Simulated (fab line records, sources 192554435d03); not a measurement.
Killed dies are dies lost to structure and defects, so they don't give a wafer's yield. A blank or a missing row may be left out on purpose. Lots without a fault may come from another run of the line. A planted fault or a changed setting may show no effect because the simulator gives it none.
Chamber matching | flow n5_finfet | N5_DUMMY_REMOVAL_HM_STRIP_01 on rie_diel-04: 4 sister chambers
The step strips SiNx in CH3F/O2, stops on poly-Si, target depth 4 nm, time 6.8 s. 36 wafers are shown with their chamber, then 12 later ones without.

WAFERS WITH THEIR CHAMBER
wafer  | chamber | showerhead_plenum_p_Torr (Torr) | drypump_motor_current_A (A) | throttle_valve_pct (%)
L074.2 | 0       | 1.98                            | 5.7                         | 16.46
L074.3 | 1       | 1.92                            | 6.3                         | 16.52
L074.5 | 2       | 2.10                            | 5.2                         | 16.43
L075.1 | 3       | 1.96                            | 5.6                         | 16.43
L075.2 | 2       | 2.10                            | 5.2                         | 16.44
L075.6 | 0       | 1.98                            | 5.8                         | 16.46
L080.1 | 1       | 1.91                            | 6.3                         | 16.56
L080.2 | 2       | 2.10                            | 5.2                         | 16.46
L080.3 | 3       | 1.96                            | 5.6                         | 16.45
L080.4 | 2       | 2.10                            | 5.2                         | 16.45
L080.5 | 3       | 1.96                            | 5.6                         | 16.45
L080.6 | 1       | 1.91                            | 6.3                         | 16.54
L079.1 | 2       | 2.10                            | 5.3                         | 16.46
L079.2 | 1       | 1.91                            | 6.2                         | 16.54
L079.3 | 3       | 1.96                            | 5.6                         | 16.45
L079.4 | 1       | 1.91                            | 6.2                         | 16.57
L079.5 | 3       | 1.96                            | 5.6                         | 16.45
L079.6 | 2       | 2.10                            | 5.3                         | 16.44
L086.1 | 3       | 1.96                            | 5.7                         | 16.47
L086.2 | 1       | 1.91                            | 6.2                         | 16.56
L086.3 | 2       | 2.10                            | 5.2                         | 16.45
L086.4 | 0       | 1.98                            | 5.8                         | 16.00
L086.5 | 1       | 1.91                            | 6.2                         | 16.54
L086.6 | 0       | 1.98                            | 5.8                         | 16.01
L089.1 | 3       | 1.96                            | 5.6                         | 16.46
L089.2 | 1       | 1.91                            | 6.2                         | 16.58
L089.3 | 0       | 1.97                            | 5.8                         | 16.04
L089.4 | 2       | 2.10                            | 5.2                         | 16.47
L089.5 | 0       | 1.97                            | 5.8                         | 16.02
L089.6 | 3       | 1.96                            | 5.7                         | 16.46
L091.2 | 1       | 1.91                            | 6.3                         | 16.57
L091.5 | 2       | 2.10                            | 5.2                         | 16.46
L091.6 | 1       | 1.91                            | 6.3                         | 16.56
L093.2 | 3       | 1.96                            | 5.7                         | 16.45
L093.4 | 1       | 1.91                            | 6.2                         | 16.59
L093.6 | 2       | 2.09                            | 5.2                         | 16.49

SIGNATURES (means of the wafers above)
reading                  | chamber 0 | chamber 1 | chamber 2 | chamber 3 | scatter within a chamber
showerhead_plenum_p_Torr | 1.9767    | 1.9109    | 2.0990    | 1.9600    | 0.00313
drypump_motor_current_A  | 5.783     | 6.245     | 5.220     | 5.633     | 0.0473
throttle_valve_pct       | 16.1650   | 16.5573   | 16.4550   | 16.4522   | 0.0918
Rule: a wafer's distance from a chamber is the root of the sum, over the readings, of the square of ((its reading less the chamber's mean) divided by the reading's scatter). The wafer belongs to the nearest chamber; if the next one is less than 2 further off, it can't be placed. The scatter: the root of (the sum of the squares of (reading less its chamber's mean) over the shown wafers, divided by (wafers less chambers)).

WAFERS WITHOUT THEIR CHAMBER
wafer  | showerhead_plenum_p_Torr (Torr) | drypump_motor_current_A (A) | throttle_valve_pct (%)
L094.1 | 1.97                            | 5.7                         | 16.04
L094.2 | 2.09                            | 5.2                         | 16.48
L094.3 | 1.91                            | 6.3                         | 16.58
L094.4 | 1.96                            | 5.7                         | 16.47
L094.5 | 1.97                            | 5.7                         | 16.04
L094.6 | 1.91                            | 6.2                         | 16.58
L096.2 | 1.96                            | 5.6                         | 16.47
L096.5 | 1.97                            | 5.8                         | 16.05
L096.6 | 1.91                            | 6.3                         | 16.58
L097.1 | 2.09                            | 5.2                         | 16.49
L097.5 | 1.95                            | 5.6                         | 16.47
L097.6 | 2.09                            | 5.2                         | 16.50

WHICH CHAMBER EACH WENT THROUGH
wafer  | from the rows above | in truth
L094.1 | 0                   | 0
L094.2 | 2                   | 2
L094.3 | 1                   | 1
L094.4 | 3                   | 3
L094.5 | 0                   | 0
L094.6 | 1                   | 1
L096.2 | 3                   | 3
L096.5 | 0                   | 0
L096.6 | 1                   | 1
L097.1 | 2                   | 2
L097.5 | 3                   | 3
L097.6 | 2                   | 2
Placed correctly: 12 of 12. Can't be placed from these rows: 0. Placed wrongly: 0.
